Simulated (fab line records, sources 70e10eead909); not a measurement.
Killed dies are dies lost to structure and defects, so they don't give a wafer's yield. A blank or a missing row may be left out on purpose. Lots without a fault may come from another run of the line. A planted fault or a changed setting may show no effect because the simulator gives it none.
Which tool did it? | flow nand_harc | 11 lots, 33 wafers sampled, at 3 steps of a route of 1302

WHAT THE GAUGES READ, wafer by wafer
NHARC_A_SLIT_CD_MEAS_09: target cd 300 nm.
lot  | measured     | on        | cd_nm (nm)
L737 | day 19 16:54 | cd_sem-02 | 300.0 299.6 299.8
L739 | day 20 13:29 | cd_sem-03 | 300.1 300.0 300.1
L740 | day 20 13:39 | cd_sem-03 | 300.0 299.9 300.4
L738 | day 22 19:11 | cd_sem-01 | 300.2 299.9 299.5
L750 | day 25 12:23 | cd_sem-03 | 295.7 295.7 295.9
L752 | day 25 20:17 | cd_sem-03 | 297.1 297.0 296.7
L753 | day 25 22:36 | cd_sem-01 | 299.7 299.7 299.6
L751 | day 25 23:13 | cd_sem-01 | 296.3 296.8 296.4
L754 | day 26 09:08 | cd_sem-01 | 300.1 300.2 300.5
L758 | day 28 16:12 | cd_sem-02 | 300.4 300.8 300.4
L759 | day 28 18:23 | cd_sem-01 | 299.8 299.8 300.1

WHICH TOOL RAN EACH LOT (tool, then ch and the chambers of the sampled wafers, then the start)
lot  | NHARC_A_SLIT_DEP_00           | NHARC_A_SLIT_EXPOSE_06
L737 | acl_dep-01 ch 0, day 19 13:08 | arfi_scanner-03 ch 0, day 19 16:46
L739 | acl_dep-02 ch 0, day 20 08:41 | arfi_scanner-02 ch 0, day 20 13:21
L740 | acl_dep-03 ch 0, day 20 08:46 | arfi_scanner-01 ch 0, day 20 13:30
L738 | acl_dep-02 ch 0, day 22 14:43 | arfi_scanner-03 ch 0, day 22 19:02
L750 | acl_dep-03 ch 0, day 25 08:00 | arfi_scanner-03 ch 0, day 25 12:15
L752 | acl_dep-02 ch 0, day 25 15:56 | arfi_scanner-03 ch 0, day 25 20:08
L753 | acl_dep-01 ch 0, day 25 18:08 | arfi_scanner-02 ch 0, day 25 22:28
L751 | acl_dep-03 ch 0, day 25 18:46 | arfi_scanner-03 ch 0, day 25 23:04
L754 | acl_dep-03 ch 0, day 26 05:17 | arfi_scanner-02 ch 0, day 26 09:00
L758 | acl_dep-03 ch 0, day 28 11:40 | arfi_scanner-02 ch 0, day 28 16:04
L759 | acl_dep-01 ch 0, day 28 14:03 | arfi_scanner-01 ch 0, day 28 18:14
- NHARC_A_SLIT_DEP_00: deposits aC, target thk 6200 nm.
- NHARC_A_SLIT_EXPOSE_06: exposes mask SLIT.

WHAT THE TOOLS THEMSELVES READ (means of the sampled wafers that have a number; where no wafer has one, the mark that the record gives instead)
NHARC_A_SLIT_DEP_00.
lot  | tool       | throttle_valve_pct (%)
L737 | acl_dep-01 | 35.003
L739 | acl_dep-02 | 34.996
L740 | acl_dep-03 | 35.008
L738 | acl_dep-02 | 35.007
L750 | acl_dep-03 | 35.004
L752 | acl_dep-02 | 34.994
L753 | acl_dep-01 | 34.997
L751 | acl_dep-03 | 35.003
L754 | acl_dep-03 | 35.003
L758 | acl_dep-03 | 35.003
L759 | acl_dep-01 | 34.998

NHARC_A_SLIT_EXPOSE_06.
lot  | tool            | exposure_dose_mJ_cm2 | reticle_temp_C (C)
L737 | arfi_scanner-03 | 60.78                | 23.04
L739 | arfi_scanner-02 | 60.72                | 23.08
L740 | arfi_scanner-01 | 60.84                | 23.16
L738 | arfi_scanner-03 | 60.81                | 22.91
L750 | arfi_scanner-03 | 55.70                | 23.07
L752 | arfi_scanner-03 | 56.75                | 23.10
L753 | arfi_scanner-02 | 60.82                | 23.10
L751 | arfi_scanner-03 | 57.50                | 22.98
L754 | arfi_scanner-02 | 60.80                | 23.04
L758 | arfi_scanner-02 | 60.84                | 23.25
L759 | arfi_scanner-01 | 60.84                | 23.00

THE ANSWER, worked out from the rows above alone
Rule: what is usual is taken from the lots themselves. Put in order of their means at a reading, lots are off if they are a third of the lots or fewer, leave a main group of 4 or more, and stand apart from it by a gap of 3 or more times the standard deviation of the main group's means; of several such gaps the widest counts. A main group whose means are all the same, to the digits that the tables above print for the reading, isn't used. A lot without any number at a reading at which 4 lots or more have one is off too. The other lots that the step has rows for count as sound. The gauges are gone through in route order, then the tools' own readings, and for those a lot's mean is taken as printed above. The first step at which some lot is off is used, and at that step the reading that is off furthest; a lot without a number counts as furthest.
Off: L750, L752, L751, at NHARC_A_SLIT_CD_MEAS_09 (cd_nm). The main group: mean 300.0 nm, standard deviation 0.26.
A tool fits if, at a process step before that reading, it ran every lot that is off, and no sound lot after the first of them. The gauges at NHARC_A_SLIT_CD_MEAS_09 aren't tried: what is off there is off at NHARC_A_SLIT_EXPOSE_06 too, on other tools, and a gauge's error can't cause that. One fits: arfi_scanner-03 at NHARC_A_SLIT_EXPOSE_06. Its last sound lot is L738 (day 22 19:02), its first lot that is off L750 (day 25 12:15): a fault that began between those two fits.
The tool's own readings at NHARC_A_SLIT_EXPOSE_06 bear it out: on the lots that are off they differ by more than 5 times the standard deviation of the sound lots' means. exposure_dose_mJ_cm2 reads 56.65 there against 60.81 on the sound lots.

WHAT THE SIMULATOR HAD PUT IN
Process parameter drift: arfi_scanner-03, from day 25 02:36 on, at NHARC_A_SLIT_EXPOSE_06. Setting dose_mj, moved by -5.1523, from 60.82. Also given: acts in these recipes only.
Lots struck among those shown: L750, L752, L751. The rule above found the same.
